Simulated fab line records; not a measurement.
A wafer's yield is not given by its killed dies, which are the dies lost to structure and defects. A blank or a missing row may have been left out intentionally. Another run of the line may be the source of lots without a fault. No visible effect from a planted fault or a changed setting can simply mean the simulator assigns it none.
The tool behind it: which one? || flow n5_finfet || 10 lots, 27 wafers sampled, at 4 steps of a route of 1938

== WHAT EACH GAUGE READ, for each wafer ==
The record lacks any reading of a measuring or inspecting step that a usual standard deviation could be used to judge.

== EACH LOT AND THE TOOL THAT RAN IT (in order: tool; ch and the chambers of the sampled wafers; start) ==
{"lot": "L806", "N5_BEOL_M10_DESCUM_16": "rie_diel-02 ch 1,2,3, day 9 22:34", "N5_BEOL_M10_HM_OPEN_17": "rie_metal-03 ch 0,1, day 9 22:50", "N5_BEOL_M10_VIA_ETCH_34": "rie_diel-02 ch 0,1,3, day 10 01:05", "N5_BEOL_M10_STRIP_77": "rie_diel-02 ch 0,1,3, no start"}
{"lot": "L808", "N5_BEOL_M10_DESCUM_16": "rie_diel-01 ch 0,1,3, day 10 12:59", "N5_BEOL_M10_HM_OPEN_17": "rie_metal-02 ch 1, day 10 13:18", "N5_BEOL_M10_VIA_ETCH_34": "rie_diel-06 ch 1,2,3, day 10 16:10", "N5_BEOL_M10_STRIP_77": "rie_diel-06 ch 1,2,3, no start"}
{"lot": "L811", "N5_BEOL_M10_DESCUM_16": "rie_diel-01 ch 0,3, day 11 03:36", "N5_BEOL_M10_HM_OPEN_17": "rie_metal-01 ch 0,1, day 11 03:53", "N5_BEOL_M10_VIA_ETCH_34": "rie_diel-06 ch 0,3, day 11 06:00", "N5_BEOL_M10_STRIP_77": "rie_diel-06 ch 0,3, no start"}
{"lot": "L812", "N5_BEOL_M10_DESCUM_16": "rie_diel-02 ch 2,3, day 11 10:52", "N5_BEOL_M10_HM_OPEN_17": "rie_metal-03 ch 0,1, day 11 11:08", "N5_BEOL_M10_VIA_ETCH_34": "rie_diel-02 ch 0,2,3, day 11 12:02", "N5_BEOL_M10_STRIP_77": "rie_diel-02 ch 0,2,3, no start"}
{"lot": "L814", "N5_BEOL_M10_DESCUM_16": "rie_diel-06 ch 1,2,3, day 11 12:50", "N5_BEOL_M10_HM_OPEN_17": "rie_metal-01 ch 0,1, day 11 13:06", "N5_BEOL_M10_VIA_ETCH_34": "rie_diel-02 ch 0,1,2, day 11 14:10", "N5_BEOL_M10_STRIP_77": "rie_diel-02 ch 0,1,2, no start"}
{"lot": "L823", "N5_BEOL_M10_DESCUM_16": "rie_diel-06 ch 0,2, day 15 00:29", "N5_BEOL_M10_HM_OPEN_17": "rie_metal-02 ch 1, day 15 00:46", "N5_BEOL_M10_VIA_ETCH_34": "rie_diel-02 ch 0,3, day 15 02:13", "N5_BEOL_M10_STRIP_77": "rie_diel-02 ch 0,3, no start"}
{"lot": "L826", "N5_BEOL_M10_DESCUM_16": "rie_diel-02 ch 0,3, day 15 04:01", "N5_BEOL_M10_HM_OPEN_17": "rie_metal-02 ch 1, day 15 04:17", "N5_BEOL_M10_VIA_ETCH_34": "rie_diel-02 ch 2,3, day 15 06:43", "N5_BEOL_M10_STRIP_77": "rie_diel-02 ch 2,3, no start"}
{"lot": "L825", "N5_BEOL_M10_DESCUM_16": "rie_diel-06 ch 1,2, day 15 07:45", "N5_BEOL_M10_HM_OPEN_17": "rie_metal-02 ch 1, day 15 08:05", "N5_BEOL_M10_VIA_ETCH_34": "rie_diel-02 ch 1,3, day 15 08:58", "N5_BEOL_M10_STRIP_77": "rie_diel-02 ch 1,3, no start"}
{"lot": "L827", "N5_BEOL_M10_DESCUM_16": "rie_diel-02 ch 0,1, day 15 11:50", "N5_BEOL_M10_HM_OPEN_17": "rie_metal-02 ch 1, day 15 12:07", "N5_BEOL_M10_VIA_ETCH_34": "rie_diel-01 ch 0,1,3, day 15 13:22", "N5_BEOL_M10_STRIP_77": "rie_diel-01 ch 0,1,3, no start"}
{"lot": "L828", "N5_BEOL_M10_DESCUM_16": "rie_diel-01 ch 0,1,3, day 15 20:43", "N5_BEOL_M10_HM_OPEN_17": "rie_metal-01 ch 0,1, day 15 20:59", "N5_BEOL_M10_VIA_ETCH_34": "rie_diel-01 ch 1,2, day 15 22:14", "N5_BEOL_M10_STRIP_77": "rie_diel-01 ch 1,2, no start"}
- N5_BEOL_M10_DESCUM_16: chemistry O2, time 7.9 s.
- N5_BEOL_M10_HM_OPEN_17: chemistry Cl2/BCl3, target TiN, target depth 20 nm, overetch 6 nm.
- N5_BEOL_M10_VIA_ETCH_34: etches SiCOH lowk in C4F6/O2, target depth 184.5 nm, time 69.2 s.
- N5_BEOL_M10_STRIP_77: strips in N2/H2, time 10 s.

== WHAT THE TOOLS THEMSELVES READ (means of the sampled wafers that have a number; where no wafer has one, the mark that the record gives instead) ==
N5_BEOL_M10_DESCUM_16. Usual: drypump_motor_current_A 5.7 A, standard deviation 0.5; oes_product_au 0.81 a.u., standard deviation 0.078; rf_vpp_V 242.9 V, standard deviation 1.5; showerhead_plenum_p_Torr 2.08 Torr, standard deviation 0.075; throttle_valve_pct 20.42 %, standard deviation 0.27.
{"lot": "L806", "tool": "rie_diel-02", "drypump_motor_current_A (A)": 6.1, "oes_product_au (a.u.)": 0.86, "rf_vpp_V (V)": 242.4, "showerhead_plenum_p_Torr (Torr)": 2.06, "throttle_valve_pct (%)": 20.31, "flag": ""}
{"lot": "L808", "tool": "rie_diel-01", "drypump_motor_current_A (A)": 5.0, "oes_product_au (a.u.)": 0.76, "rf_vpp_V (V)": 242.0, "showerhead_plenum_p_Torr (Torr)": 2.03, "throttle_valve_pct (%)": 20.51, "flag": ""}
{"lot": "L811", "tool": "rie_diel-01", "drypump_motor_current_A (A)": 4.9, "oes_product_au (a.u.)": 0.76, "rf_vpp_V (V)": 242.3, "showerhead_plenum_p_Torr (Torr)": 2.04, "throttle_valve_pct (%)": 20.23, "flag": ""}
{"lot": "L812", "tool": "rie_diel-02", "drypump_motor_current_A (A)": 6.0, "oes_product_au (a.u.)": 0.89, "rf_vpp_V (V)": 243.0, "showerhead_plenum_p_Torr (Torr)": 2.06, "throttle_valve_pct (%)": 20.34, "flag": ""}
{"lot": "L814", "tool": "rie_diel-06", "drypump_motor_current_A (A)": 5.8, "oes_product_au (a.u.)": 0.79, "rf_vpp_V (V)": 242.4, "showerhead_plenum_p_Torr (Torr)": 2.07, "throttle_valve_pct (%)": 20.53, "flag": ""}
{"lot": "L823", "tool": "rie_diel-06", "drypump_motor_current_A (A)": 5.7, "oes_product_au (a.u.)": 0.90, "rf_vpp_V (V)": 244.7, "showerhead_plenum_p_Torr (Torr)": 2.17, "throttle_valve_pct (%)": 20.45, "flag": ""}
{"lot": "L826", "tool": "rie_diel-02", "drypump_motor_current_A (A)": 5.8, "oes_product_au (a.u.)": 0.84, "rf_vpp_V (V)": 243.7, "showerhead_plenum_p_Torr (Torr)": 2.12, "throttle_valve_pct (%)": 20.42, "flag": ""}
{"lot": "L825", "tool": "rie_diel-06", "drypump_motor_current_A (A)": 5.9, "oes_product_au (a.u.)": 0.91, "rf_vpp_V (V)": 242.6, "showerhead_plenum_p_Torr (Torr)": 2.08, "throttle_valve_pct (%)": 20.40, "flag": ""}
{"lot": "L827", "tool": "rie_diel-02", "drypump_motor_current_A (A)": 6.0, "oes_product_au (a.u.)": 0.76, "rf_vpp_V (V)": 242.5, "showerhead_plenum_p_Torr (Torr)": 2.08, "throttle_valve_pct (%)": 20.42, "flag": ""}
{"lot": "L828", "tool": "rie_diel-01", "drypump_motor_current_A (A)": 5.0, "oes_product_au (a.u.)": 0.81, "rf_vpp_V (V)": 241.8, "showerhead_plenum_p_Torr (Torr)": 2.01, "throttle_valve_pct (%)": 20.46, "flag": ""}

N5_BEOL_M10_HM_OPEN_17. Usual: drypump_motor_current_A 5.5 A, standard deviation 0.39; oes_ar_750_au 0.79 a.u., standard deviation 0.12; oes_product_au 0.67 a.u., standard deviation 0.099; throttle_valve_pct 22.24 %, standard deviation 0.22.
{"lot": "L806", "tool": "rie_metal-03", "drypump_motor_current_A (A)": 5.3, "oes_ar_750_au (a.u.)": 0.87, "oes_product_au (a.u.)": 0.73, "throttle_valve_pct (%)": 21.86, "flag": ""}
{"lot": "L808", "tool": "rie_metal-02", "drypump_motor_current_A (A)": 5.6, "oes_ar_750_au (a.u.)": 0.62, "oes_product_au (a.u.)": 0.54, "throttle_valve_pct (%)": 22.24, "flag": ""}
{"lot": "L811", "tool": "rie_metal-01", "drypump_motor_current_A (A)": 5.6, "oes_ar_750_au (a.u.)": 0.82, "oes_product_au (a.u.)": 0.70, "throttle_valve_pct (%)": 22.28, "flag": ""}
{"lot": "L812", "tool": "rie_metal-03", "drypump_motor_current_A (A)": 5.9, "oes_ar_750_au (a.u.)": 0.84, "oes_product_au (a.u.)": 0.72, "throttle_valve_pct (%)": 21.74, "flag": ""}
{"lot": "L814", "tool": "rie_metal-01", "drypump_motor_current_A (A)": 5.4, "oes_ar_750_au (a.u.)": 0.84, "oes_product_au (a.u.)": 0.70, "throttle_valve_pct (%)": 22.25, "flag": ""}
{"lot": "L823", "tool": "rie_metal-02", "drypump_motor_current_A (A)": 5.6, "oes_ar_750_au (a.u.)": 0.96, "oes_product_au (a.u.)": 0.81, "throttle_valve_pct (%)": 22.17, "flag": ""}
{"lot": "L826", "tool": "rie_metal-02", "drypump_motor_current_A (A)": 5.6, "oes_ar_750_au (a.u.)": 0.95, "oes_product_au (a.u.)": 0.81, "throttle_valve_pct (%)": 22.18, "flag": ""}
{"lot": "L825", "tool": "rie_metal-02", "drypump_motor_current_A (A)": 5.6, "oes_ar_750_au (a.u.)": 0.95, "oes_product_au (a.u.)": 0.80, "throttle_valve_pct (%)": 22.19, "flag": ""}
{"lot": "L827", "tool": "rie_metal-02", "drypump_motor_current_A (A)": 5.6, "oes_ar_750_au (a.u.)": 0.94, "oes_product_au (a.u.)": 0.80, "throttle_valve_pct (%)": 22.20, "flag": ""}
{"lot": "L828", "tool": "rie_metal-01", "drypump_motor_current_A (A)": 5.6, "oes_ar_750_au (a.u.)": 0.78, "oes_product_au (a.u.)": 0.65, "throttle_valve_pct (%)": 22.33, "flag": ""}

N5_BEOL_M10_VIA_ETCH_34. Usual: C4F6_flow_sccm 10.000 sccm, standard deviation 0.027; drypump_motor_current_A 5.7 A, standard deviation 0.47; oes_ar_750_au 0.81 a.u., standard deviation 0.071; oes_product_au 0.81 a.u., standard deviation 0.076; rf_vpp_V 659 V, standard deviation 13; run_length_s 92.5 s, standard deviation 0.33; showerhead_plenum_p_Torr 2.84 Torr, standard deviation 0.1; throttle_valve_pct 20.96 %, standard deviation 0.25.
{"lot": "L806", "tool": "rie_diel-02", "C4F6_flow_sccm (sccm)": 10.008, "drypump_motor_current_A (A)": 6.0, "oes_ar_750_au (a.u.)": 0.85, "oes_product_au (a.u.)": 0.85, "rf_vpp_V (V)": 648, "run_length_s (s)": 92.5, "showerhead_plenum_p_Torr (Torr)": 2.86, "throttle_valve_pct (%)": 20.90, "flag": ""}
{"lot": "L808", "tool": "rie_diel-06", "C4F6_flow_sccm (sccm)": 10.002, "drypump_motor_current_A (A)": 5.8, "oes_ar_750_au (a.u.)": 0.80, "oes_product_au (a.u.)": 0.80, "rf_vpp_V (V)": 653, "run_length_s (s)": 92.5, "showerhead_plenum_p_Torr (Torr)": 2.82, "throttle_valve_pct (%)": 21.02, "flag": ""}
{"lot": "L811", "tool": "rie_diel-06", "C4F6_flow_sccm (sccm)": 9.958, "drypump_motor_current_A (A)": 5.6, "oes_ar_750_au (a.u.)": 0.81, "oes_product_au (a.u.)": 0.81, "rf_vpp_V (V)": 655, "run_length_s (s)": 92.4, "showerhead_plenum_p_Torr (Torr)": 2.84, "throttle_valve_pct (%)": 20.97, "flag": ""}
{"lot": "L812", "tool": "rie_diel-02", "C4F6_flow_sccm (sccm)": 10.018, "drypump_motor_current_A (A)": 5.8, "oes_ar_750_au (a.u.)": 0.87, "oes_product_au (a.u.)": 0.86, "rf_vpp_V (V)": 661, "run_length_s (s)": 92.5, "showerhead_plenum_p_Torr (Torr)": 2.91, "throttle_valve_pct (%)": 20.93, "flag": ""}
{"lot": "L814", "tool": "rie_diel-02", "C4F6_flow_sccm (sccm)": 9.992, "drypump_motor_current_A (A)": 5.9, "oes_ar_750_au (a.u.)": 0.82, "oes_product_au (a.u.)": 0.82, "rf_vpp_V (V)": 659, "run_length_s (s)": 92.7, "showerhead_plenum_p_Torr (Torr)": 2.90, "throttle_valve_pct (%)": 20.93, "flag": ""}
{"lot": "L823", "tool": "rie_diel-02", "C4F6_flow_sccm (sccm)": 10.020, "drypump_motor_current_A (A)": 5.8, "oes_ar_750_au (a.u.)": 0.84, "oes_product_au (a.u.)": 0.84, "rf_vpp_V (V)": 650, "run_length_s (s)": 96.0, "showerhead_plenum_p_Torr (Torr)": 2.90, "throttle_valve_pct (%)": 21.00, "flag": "OFF"}
{"lot": "L826", "tool": "rie_diel-02", "C4F6_flow_sccm (sccm)": 10.018, "drypump_motor_current_A (A)": 5.9, "oes_ar_750_au (a.u.)": 0.83, "oes_product_au (a.u.)": 0.84, "rf_vpp_V (V)": 668, "run_length_s (s)": 96.2, "showerhead_plenum_p_Torr (Torr)": 2.83, "throttle_valve_pct (%)": 20.94, "flag": "OFF"}
{"lot": "L825", "tool": "rie_diel-02", "C4F6_flow_sccm (sccm)": 9.995, "drypump_motor_current_A (A)": 6.2, "oes_ar_750_au (a.u.)": 0.79, "oes_product_au (a.u.)": 0.79, "rf_vpp_V (V)": 650, "run_length_s (s)": 96.0, "showerhead_plenum_p_Torr (Torr)": 2.75, "throttle_valve_pct (%)": 20.92, "flag": "OFF"}
{"lot": "L827", "tool": "rie_diel-01", "C4F6_flow_sccm (sccm)": 9.965, "drypump_motor_current_A (A)": 5.0, "oes_ar_750_au (a.u.)": 0.81, "oes_product_au (a.u.)": 0.81, "rf_vpp_V (V)": 668, "run_length_s (s)": 92.2, "showerhead_plenum_p_Torr (Torr)": 2.74, "throttle_valve_pct (%)": 20.90, "flag": ""}
{"lot": "L828", "tool": "rie_diel-01", "C4F6_flow_sccm (sccm)": 9.989, "drypump_motor_current_A (A)": 5.4, "oes_ar_750_au (a.u.)": 0.73, "oes_product_au (a.u.)": 0.73, "rf_vpp_V (V)": 665, "run_length_s (s)": 92.1, "showerhead_plenum_p_Torr (Torr)": 2.76, "throttle_valve_pct (%)": 21.30, "flag": ""}

N5_BEOL_M10_STRIP_77. Usual: drypump_motor_current_A 5.7 A, standard deviation 0.47; n2_flow_sccm 200.0 sccm, standard deviation 0.64; oes_product_au 0.81 a.u., standard deviation 0.077; rf_vpp_V 59.2 V, standard deviation 0.9; showerhead_plenum_p_Torr 2.53 Torr, standard deviation 0.092; throttle_valve_pct 23.7 %, standard deviation 0.37.
{"lot": "L806", "tool": "rie_diel-02", "drypump_motor_current_A (A)": 6.0, "n2_flow_sccm (sccm)": 199.8, "oes_product_au (a.u.)": 0.87, "rf_vpp_V (V)": 59.5, "showerhead_plenum_p_Torr (Torr)": 2.53, "throttle_valve_pct (%)": 23.5, "flag": ""}
{"lot": "L808", "tool": "rie_diel-06", "drypump_motor_current_A (A)": 5.8, "n2_flow_sccm (sccm)": 200.3, "oes_product_au (a.u.)": 0.80, "rf_vpp_V (V)": 58.9, "showerhead_plenum_p_Torr (Torr)": 2.52, "throttle_valve_pct (%)": 23.7, "flag": ""}
{"lot": "L811", "tool": "rie_diel-06", "drypump_motor_current_A (A)": 5.6, "n2_flow_sccm (sccm)": 200.0, "oes_product_au (a.u.)": 0.80, "rf_vpp_V (V)": 59.5, "showerhead_plenum_p_Torr (Torr)": 2.53, "throttle_valve_pct (%)": 23.6, "flag": ""}
{"lot": "L812", "tool": "rie_diel-02", "drypump_motor_current_A (A)": 5.8, "n2_flow_sccm (sccm)": 200.2, "oes_product_au (a.u.)": 0.87, "rf_vpp_V (V)": 59.3, "showerhead_plenum_p_Torr (Torr)": 2.58, "throttle_valve_pct (%)": 23.6, "flag": ""}
{"lot": "L814", "tool": "rie_diel-02", "drypump_motor_current_A (A)": 5.9, "n2_flow_sccm (sccm)": 199.4, "oes_product_au (a.u.)": 0.81, "rf_vpp_V (V)": 59.3, "showerhead_plenum_p_Torr (Torr)": 2.57, "throttle_valve_pct (%)": 23.6, "flag": ""}
{"lot": "L823", "tool": "rie_diel-02", "drypump_motor_current_A (A)": 5.8, "n2_flow_sccm (sccm)": 200.3, "oes_product_au (a.u.)": 0.83, "rf_vpp_V (V)": 60.0, "showerhead_plenum_p_Torr (Torr)": 2.57, "throttle_valve_pct (%)": 23.7, "flag": ""}
{"lot": "L826", "tool": "rie_diel-02", "drypump_motor_current_A (A)": 5.9, "n2_flow_sccm (sccm)": 200.4, "oes_product_au (a.u.)": 0.84, "rf_vpp_V (V)": 59.3, "showerhead_plenum_p_Torr (Torr)": 2.52, "throttle_valve_pct (%)": 23.6, "flag": ""}
{"lot": "L825", "tool": "rie_diel-02", "drypump_motor_current_A (A)": 6.2, "n2_flow_sccm (sccm)": 199.9, "oes_product_au (a.u.)": 0.79, "rf_vpp_V (V)": 58.4, "showerhead_plenum_p_Torr (Torr)": 2.44, "throttle_valve_pct (%)": 23.4, "flag": ""}
{"lot": "L827", "tool": "rie_diel-01", "drypump_motor_current_A (A)": 5.1, "n2_flow_sccm (sccm)": 199.8, "oes_product_au (a.u.)": 0.81, "rf_vpp_V (V)": 58.5, "showerhead_plenum_p_Torr (Torr)": 2.45, "throttle_valve_pct (%)": 23.8, "flag": ""}
{"lot": "L828", "tool": "rie_diel-01", "drypump_motor_current_A (A)": 5.4, "n2_flow_sccm (sccm)": 200.2, "oes_product_au (a.u.)": 0.72, "rf_vpp_V (V)": 58.8, "showerhead_plenum_p_Torr (Torr)": 2.46, "throttle_valve_pct (%)": 24.2, "flag": ""}

== THE ANSWER, worked out from the rows above alone ==
Rule: lot off if the mean of its wafers having a number is beyond 3 standard deviations from the usual mean. A lot without any number at a reading at which 4 lots or more have one is off too. All remaining lots with rows at the step are treated as sound. First the gauges in route order, then the tools' own readings, where a lot's mean is used as printed above. At the first step where some lot is off, the reading lying furthest off is the one used; lots without a number count as furthest.
Off, at N5_BEOL_M10_VIA_ETCH_34 on run_length_s: L823, L826, L825.
A tool fits if, at that step or a process step before it, it ran every lot that is off, and no sound lot after the first of them. One fits: rie_diel-02 at N5_BEOL_M10_VIA_ETCH_34. Its last sound lot is L814 (day 11 14:10), its first lot that is off L823 (day 15 02:13): a fault that began between those two fits.
On the lots that are off, the tool's own readings at N5_BEOL_M10_VIA_ETCH_34 differ by more than 5 times the standard deviation of the sound lots' means, which bears it out; run_length_s reads 96.1 s there versus 92.4 s on the sound lots.

== WHAT THE SIMULATOR PUT IN ==
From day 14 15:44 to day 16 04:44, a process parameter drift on rie_diel-02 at N5_BEOL_M10_VIA_ETCH_34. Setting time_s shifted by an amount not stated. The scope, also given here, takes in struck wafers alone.
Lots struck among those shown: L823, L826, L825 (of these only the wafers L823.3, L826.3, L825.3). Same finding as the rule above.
